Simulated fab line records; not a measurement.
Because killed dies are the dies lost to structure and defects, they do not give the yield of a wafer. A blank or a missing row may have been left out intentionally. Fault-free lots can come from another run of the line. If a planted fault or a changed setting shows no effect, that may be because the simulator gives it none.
Comparing a struck lot with a sound one / flow nand-harc / 27 steps out of a route of 1159
Sound: wafers L615.2, L615.5, L615.6. Struck: wafers L627.1, L627.6 (left out: L627.5, a lot-mate that was not struck); the cause follows at the end.
Each step with rows lists, per side, the tool, then ch with its chambers, then its first start. Under that, the readings that differ: sound wafers / struck wafers / difference of the means / sigmas: that difference in standard deviations of wafers without a fault.
alike: a reading whose means differ by less than 2 such deviations, as well as words and numbers matching on both sides. not compared: withheld readings; readings where some wafer has no value; bounds like >300 that might hide an equal value; numbers whose values overlap and for which the record gives no deviation.
A row with sigmas, a row that says differs or no value, or rows on one side alone: a step with any of these is where the two part. Numbers that don't overlap but have no deviation are shown without sigmas and don't part them. A reading missing from all wafers of one side parts the sides only when that side holds two or more wafers.

NHARC_P_ZERO_WELL_INSPECT_43:
  struck on defect-inspect-02, day 5 01:11; sound on defect-inspect-02, day 2 01:28
  alike: raw-defect-count
then, 11 steps without rows for these wafers: NHARC_P_STI_ETCH_26 (etches SiO2 in dHF, target depth 11 nm); NHARC_P_STI_PRECLEAN_27 (cleans in SC1); NHARC_P_STI_SRD_28; NHARC_P_STI_OXIDE_29 (material SiO2, target thk 10 nm, ox time 1362 s); NHARC_P_STI_HM_DEP_30 (deposits Si3N4, target thk 80 nm, time 873 s); NHARC_P_STI_DEHYDRATE_01 (time 120 s); NHARC_P_STI_HMDS_02 (time 30 s); NHARC_P_STI_COAT_41 (time 65 s); NHARC_P_STI_COAT_03 (resist thk 600 nm); NHARC_P_STI_SOFTBAKE_04 (time 70 s); NHARC_P_STI_EBR_05.
NHARC_P_STI_EXPOSE_06: exposes mask P STI, target cd 200 nm.
  sound on krf-scanner-01 ch 0, day 2 18:11; struck on krf-scanner-01 ch 0, day 5 16:20
  alike: mask
then, 2 steps without rows for these wafers: NHARC_P_STI_PEB_07 (peb time 80 s); NHARC_P_STI_DEVELOP_08 (time 50 s).
NHARC_P_STI_CD_MEAS_09: target cd 200 nm.
  sound on cd-sem-02 ch 0, day 2 18:20; struck on cd-sem-03 ch 0, day 5 16:29
reading=cd-nm (nm); sound=200.9 201.5 201.7; struck=187.5 188.4; difference=-13.4; sigmas=-4
NHARC_P_STI_OVL_MEAS_10:
  struck on overlay-01, day 5 16:35; sound on overlay-01, day 2 18:25
  alike: overlay-x-nm, overlay-y-nm
NHARC_P_STI_INSPECT_11:
  struck on defect-inspect-02, day 5 16:37; sound on defect-inspect-01, day 2 18:28
  alike: raw-defect-count
then, 1 step without rows for these wafers: NHARC_P_STI_HARDBAKE_13 (time 65 s).
NHARC_P_STI_DESCUM_14: chemistry O2, time 3 s.
  sound on rie-diel-02 ch 1,2,3, day 2 18:37; struck on rie-diel-13 ch 1, day 5 16:46
reading=oes-product-au (a.u.); sound=1.004 1.020 1.020; struck=0.977 0.994; difference=-0.029; sigmas=-2
reading=model.P_STI.cd-nm (nm); sound=200.9 202.5 202.6; struck=186.8 188; difference=-14.6; sigmas=
  alike: chamber-pressure-mTorr, drypump-motor-current-A, rf-vpp-V, showerhead-plenum-p-Torr, throttle-valve-pct
  not compared: rf-hours-counter-h
NHARC_P_STI_ETCH_42: etches the open film in N2/H2, target depth 80 nm, overetch 24 nm, time 61 s.
  sound on rie-diel-02 ch 2,3, day 2 18:41; struck on rie-diel-13 ch 1,2, day 5 16:51
reading=throttle-valve-pct (%); sound=14.177 14.183 14.184; struck=14.151 14.165; difference=-0.023; sigmas=-3
  alike: chamber-pressure-mTorr, drypump-motor-current-A, oes-product-au, rf-vpp-V, showerhead-plenum-p-Torr
  not compared: rf-hours-counter-h
NHARC_P_STI_ETCH_31: etches the open film in CF4/CHF3, target depth 108.9 nm, time 54.5 s.
  sound: rie-diel-02 ch 1,2; struck: rie-diel-13 ch 1,2
  alike: chamber-pressure-mTorr, drypump-motor-current-A, oes-product-au, rf-vpp-V, showerhead-plenum-p-Torr, throttle-valve-pct
  not compared: rf-hours-counter-h
NHARC_P_STI_ETCH_15: etches the open film in HBr/Cl2, target depth 300 nm, time 100.1 s.
  sound on rie-si-03 ch 0,1,3, day 2 18:54; struck on rie-si-03 ch 1,3, day 5 17:05
reading=model.P_STI.cd-nm (nm); sound=198.7 200.6 200; struck=187.4 186.8; difference=-12.7; sigmas=
  alike: chamber-pressure-mTorr, drypump-motor-current-A, oes-product-au, throttle-valve-pct
  not compared: rf-hours-counter-h
NHARC_P_STI_CD_MEAS_16:
  struck on cd-sem-01, day 5 17:11; sound on cd-sem-02, day 2 19:05
reading=cd-nm (nm); sound=199 201 200; struck=188 187; difference=-12; sigmas=-4
NHARC_P_STI_OCD_MEAS_17:
  struck on ocd-01, day 5 17:17; sound on ocd-01, day 2 19:10
reading=trench-foot-cd-nm (nm); sound=160 159 161; struck=145 146; difference=-14; sigmas=-5
  alike: trench-depth-nm
then, 2 steps without rows for these wafers: NHARC_P_STI_STRIP_19 (strips in SPM, time 900 s); NHARC_END_SORT_01.

## WHERE THEY PART
Earliest at NHARC_P_STI_CD_MEAS_09; latest, in this record, at NHARC_P_STI_OCD_MEAS_17.

WHY: whatever the simulator had introduced
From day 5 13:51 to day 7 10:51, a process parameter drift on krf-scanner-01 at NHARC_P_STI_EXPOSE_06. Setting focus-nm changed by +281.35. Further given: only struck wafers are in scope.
